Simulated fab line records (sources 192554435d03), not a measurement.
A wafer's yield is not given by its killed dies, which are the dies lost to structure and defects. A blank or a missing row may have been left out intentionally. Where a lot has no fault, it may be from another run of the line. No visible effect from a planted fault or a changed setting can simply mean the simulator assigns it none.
Split-lot experiment || flow n5-finfet || 39 wafers read across 7 lots, on a route 1938 steps long

## THE SPLIT
At N5_BEOL_M8_ILD_DEP_00 (deposits SiCOH lowk from DEMS/porogen, target thk 179.75 nm, time 33.4 s), the setting target-thk-a was moved away from the recipe's 1797.5 angstrom on 12 of the 39 wafers read, by -41.5% to +30.8%. This setting was run at the recipe's value on the other wafers.

## SPLIT TO READING: what lies between them in the file, 1 step
- N5_BEOL_M8_CURE_74: cures SiCOH lowk, time 240 s

## THE READING
M8_ILD_THK, in nm, at N5_BEOL_M8_THK_MEAS_01. Fault-free wafers of this fab line usually give 154.4 nm, standard deviation 1.9 nm.

{"wafer": "L085.1", "tool, chamber at the split": "pecvd-03, 0", "target-thk-a as run, angstrom": 1797.5, "against the recipe": "recipe", "M8_ILD_THK, nm": 153.9, "against lot-mates on the recipe": "-"}
{"wafer": "L085.2", "tool, chamber at the split": "pecvd-03, 1", "target-thk-a as run, angstrom": 1797.5, "against the recipe": "recipe", "M8_ILD_THK, nm": 152.6, "against lot-mates on the recipe": "-"}
{"wafer": "L085.3", "tool, chamber at the split": "pecvd-03, 2", "target-thk-a as run, angstrom": 1797.5, "against the recipe": "recipe", "M8_ILD_THK, nm": 152.9, "against lot-mates on the recipe": "-"}
{"wafer": "L085.4", "tool, chamber at the split": "pecvd-03, 2", "target-thk-a as run, angstrom": 1797.5, "against the recipe": "recipe", "M8_ILD_THK, nm": 156.2, "against lot-mates on the recipe": "-"}
{"wafer": "L085.5", "tool, chamber at the split": "pecvd-03, 0", "target-thk-a as run, angstrom": 1797.5, "against the recipe": "recipe", "M8_ILD_THK, nm": 155.9, "against lot-mates on the recipe": "-"}
{"wafer": "L085.6", "tool, chamber at the split": "pecvd-03, 1", "target-thk-a as run, angstrom": 1797.5, "against the recipe": "recipe", "M8_ILD_THK, nm": 155.6, "against lot-mates on the recipe": "-"}
{"wafer": "L087.1", "tool, chamber at the split": "pecvd-02, 0", "target-thk-a as run, angstrom": 1052, "against the recipe": "-41.5%", "M8_ILD_THK, nm": 90.0, "against lot-mates on the recipe": -63.8}
{"wafer": "L087.2", "tool, chamber at the split": "pecvd-02, 1", "target-thk-a as run, angstrom": 1797.5, "against the recipe": "recipe", "M8_ILD_THK, nm": 152.9, "against lot-mates on the recipe": "-"}
{"wafer": "L087.3", "tool, chamber at the split": "pecvd-02, 2", "target-thk-a as run, angstrom": 1797.5, "against the recipe": "recipe", "M8_ILD_THK, nm": 152.7, "against lot-mates on the recipe": "-"}
{"wafer": "L087.4", "tool, chamber at the split": "pecvd-02, 2", "target-thk-a as run, angstrom": 1052, "against the recipe": "-41.5%", "M8_ILD_THK, nm": 90.8, "against lot-mates on the recipe": -63.0}
{"wafer": "L087.5", "tool, chamber at the split": "pecvd-02, 1", "target-thk-a as run, angstrom": 1797.5, "against the recipe": "recipe", "M8_ILD_THK, nm": 155.7, "against lot-mates on the recipe": "-"}
{"wafer": "L087.6", "tool, chamber at the split": "pecvd-02, 0", "target-thk-a as run, angstrom": 1052, "against the recipe": "-41.5%", "M8_ILD_THK, nm": 91.1, "against lot-mates on the recipe": -62.7}
{"wafer": "L090.1", "tool, chamber at the split": "pecvd-04, 0", "target-thk-a as run, angstrom": 1797.5, "against the recipe": "recipe", "M8_ILD_THK, nm": 155.6, "against lot-mates on the recipe": "-"}
{"wafer": "L090.2", "tool, chamber at the split": "pecvd-04, 1", "target-thk-a as run, angstrom": 1797.5, "against the recipe": "recipe", "M8_ILD_THK, nm": 152.5, "against lot-mates on the recipe": "-"}
{"wafer": "L090.3", "tool, chamber at the split": "pecvd-04, 2", "target-thk-a as run, angstrom": 1797.5, "against the recipe": "recipe", "M8_ILD_THK, nm": 152.7, "against lot-mates on the recipe": "-"}
{"wafer": "L090.4", "tool, chamber at the split": "pecvd-04, 0", "target-thk-a as run, angstrom": 1301, "against the recipe": "-27.6%", "M8_ILD_THK, nm": 111.3, "against lot-mates on the recipe": -42.3}
{"wafer": "L090.5", "tool, chamber at the split": "pecvd-04, 2", "target-thk-a as run, angstrom": 1301, "against the recipe": "-27.6%", "M8_ILD_THK, nm": 110.7, "against lot-mates on the recipe": -42.9}
{"wafer": "L090.6", "tool, chamber at the split": "pecvd-04, 1", "target-thk-a as run, angstrom": 1301, "against the recipe": "-27.6%", "M8_ILD_THK, nm": 111.9, "against lot-mates on the recipe": -41.7}
{"wafer": "L092.1", "tool, chamber at the split": "pecvd-02, 2", "target-thk-a as run, angstrom": 1797.5, "against the recipe": "recipe", "M8_ILD_THK, nm": 153.3, "against lot-mates on the recipe": "-"}
{"wafer": "L092.2", "tool, chamber at the split": "pecvd-02, 0", "target-thk-a as run, angstrom": 1797.5, "against the recipe": "recipe", "M8_ILD_THK, nm": 151.5, "against lot-mates on the recipe": "-"}
{"wafer": "L092.3", "tool, chamber at the split": "pecvd-02, 1", "target-thk-a as run, angstrom": 1797.5, "against the recipe": "recipe", "M8_ILD_THK, nm": 151.8, "against lot-mates on the recipe": "-"}
{"wafer": "L092.4", "tool, chamber at the split": "pecvd-02, 2", "target-thk-a as run, angstrom": 1313, "against the recipe": "-27.0%", "M8_ILD_THK, nm": 113.7, "against lot-mates on the recipe": -38.5}
{"wafer": "L092.5", "tool, chamber at the split": "pecvd-02, 1", "target-thk-a as run, angstrom": 1313, "against the recipe": "-27.0%", "M8_ILD_THK, nm": 114.9, "against lot-mates on the recipe": -37.3}
{"wafer": "L092.6", "tool, chamber at the split": "pecvd-02, 0", "target-thk-a as run, angstrom": 1313, "against the recipe": "-27.0%", "M8_ILD_THK, nm": 110.5, "against lot-mates on the recipe": -41.7}
{"wafer": "L093.1", "tool, chamber at the split": "pecvd-03, 2", "target-thk-a as run, angstrom": 1797.5, "against the recipe": "recipe", "M8_ILD_THK, nm": 153.2, "against lot-mates on the recipe": "-"}
{"wafer": "L093.2", "tool, chamber at the split": "pecvd-03, 1", "target-thk-a as run, angstrom": 1797.5, "against the recipe": "recipe", "M8_ILD_THK, nm": 152.8, "against lot-mates on the recipe": "-"}
{"wafer": "L093.3", "tool, chamber at the split": "pecvd-03, 1", "target-thk-a as run, angstrom": 1797.5, "against the recipe": "recipe", "M8_ILD_THK, nm": 154.9, "against lot-mates on the recipe": "-"}
{"wafer": "L093.4", "tool, chamber at the split": "pecvd-03, 2", "target-thk-a as run, angstrom": 1797.5, "against the recipe": "recipe", "M8_ILD_THK, nm": 155.4, "against lot-mates on the recipe": "-"}
{"wafer": "L093.5", "tool, chamber at the split": "pecvd-03, 2", "target-thk-a as run, angstrom": 1797.5, "against the recipe": "recipe", "M8_ILD_THK, nm": 155.7, "against lot-mates on the recipe": "-"}
{"wafer": "L093.6", "tool, chamber at the split": "pecvd-03, 1", "target-thk-a as run, angstrom": 1797.5, "against the recipe": "recipe", "M8_ILD_THK, nm": 154.5, "against lot-mates on the recipe": "-"}
{"wafer": "L091.1", "tool, chamber at the split": "pecvd-02, 1", "target-thk-a as run, angstrom": 1797.5, "against the recipe": "recipe", "M8_ILD_THK, nm": 154.5, "against lot-mates on the recipe": "-"}
{"wafer": "L091.2", "tool, chamber at the split": "pecvd-02, 0", "target-thk-a as run, angstrom": 1797.5, "against the recipe": "recipe", "M8_ILD_THK, nm": 152.5, "against lot-mates on the recipe": "-"}
{"wafer": "L091.3", "tool, chamber at the split": "pecvd-02, 2", "target-thk-a as run, angstrom": 2351, "against the recipe": "+30.8%", "M8_ILD_THK, nm": 200.4, "against lot-mates on the recipe": "+45.7"}
{"wafer": "L091.4", "tool, chamber at the split": "pecvd-02, 0", "target-thk-a as run, angstrom": 2351, "against the recipe": "+30.8%", "M8_ILD_THK, nm": 204.4, "against lot-mates on the recipe": "+49.7"}
{"wafer": "L091.5", "tool, chamber at the split": "pecvd-02, 2", "target-thk-a as run, angstrom": 2351, "against the recipe": "+30.8%", "M8_ILD_THK, nm": 203.2, "against lot-mates on the recipe": "+48.5"}
{"wafer": "L091.6", "tool, chamber at the split": "pecvd-02, 1", "target-thk-a as run, angstrom": 1797.5, "against the recipe": "recipe", "M8_ILD_THK, nm": 157.1, "against lot-mates on the recipe": "-"}
{"wafer": "L096.1", "tool, chamber at the split": "pecvd-02, 2", "target-thk-a as run, angstrom": 1797.5, "against the recipe": "recipe", "M8_ILD_THK, nm": 153.9, "against lot-mates on the recipe": "-"}
{"wafer": "L096.2", "tool, chamber at the split": "pecvd-02, 0", "target-thk-a as run, angstrom": 1797.5, "against the recipe": "recipe", "M8_ILD_THK, nm": 152.8, "against lot-mates on the recipe": "-"}
{"wafer": "L096.5", "tool, chamber at the split": "pecvd-02, 1", "target-thk-a as run, angstrom": 1797.5, "against the recipe": "recipe", "M8_ILD_THK, nm": 156.7, "against lot-mates on the recipe": "-"}

THE FIT
A straight line over all 39 wafers: M8_ILD_THK changes by +1.55 nm for each +1% of target-thk-a; r = +1.00; the points scatter about the line by 1.6 nm.
The same after taking each lot's own level away (the mean of its wafers on the recipe; 39 wafers): +1.52 nm for each +1%; r = +1.00; scatter 1.5 nm.
On that fit, the largest move of target-thk-a shifts the reading by 63 nm.
The lots' own levels span 152.20 to 154.70 nm, that is 1.3 times the standard deviation above.
Consequently the slope shifts little with the lot-to-lot level, the two slopes agreeing.
Check: for one of the wafers moved furthest among these (-41.5%), held out of the fit, the line's prediction against its lot-mates is -62.8 nm. Against them it came out at -63.8 nm.

## THESE WAFERS: OTHER SPLITS
Note: prior to the reading, these wafers also went through further splits. Each is held against what the fit with the lots' levels taken away leaves over:
{"other split on the same wafers": "N5_ZERO_LAYER_DEVELOP_10 develop-time-s", "wafers away from the commonest value": 15, "r with M8_ILD_THK (lot level and that fit taken away)": "+0.15"}
{"other split on the same wafers": "N5_PMOS_HMC_CHANNEL_EPI_HM_DEP_34 target-thk-a", "wafers away from the commonest value": 15, "r with M8_ILD_THK (lot level and that fit taken away)": "+0.22"}
{"other split on the same wafers": "N5_SD_EPI_P_ETCH_16 target-depth-a", "wafers away from the commonest value": 12, "r with M8_ILD_THK (lot level and that fit taken away)": "+0.11"}
{"other split on the same wafers": "N5_BEOL_M1_ETCH_64 time-s", "wafers away from the commonest value": 12, "r with M8_ILD_THK (lot level and that fit taken away)": -0.12}

## THE WHOLE CHAIN: every reading that the file lists as answering this split, in the file's order
{"step": "N5_BEOL_M8_ILD_DEP_00", "what it does": "deposits SiCOH lowk from DEMS/porogen, target thk 179.75 nm, time 33.4 s", "reading": "SiCOH_lowk_of_BEOL_M8_ILD_DEP_00.thk-nm (the simulator's own value, which no gauge read)", "change (the file's fit)": "+1.75 nm for each +1% of the setting", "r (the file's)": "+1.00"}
{"step": "N5_BEOL_M8_CURE_74", "what it does": "cures SiCOH lowk, time 240 s", "reading": "SiCOH_lowk_of_BEOL_M8_ILD_DEP_00.thk-nm (the simulator's own value, which no gauge read)", "change (the file's fit)": "+1.52 nm for each +1% of the setting", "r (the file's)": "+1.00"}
{"step": "N5_BEOL_M8_THK_MEAS_01", "what it does": "", "reading": "M8_ILD_THK", "change (the file's fit)": "+1.52 for each +1% of the setting", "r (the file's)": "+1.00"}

## THE FILE'S OWN FIT
M8_ILD_THK changes by +1.52 nm for each +1% of target-thk-a, r = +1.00.
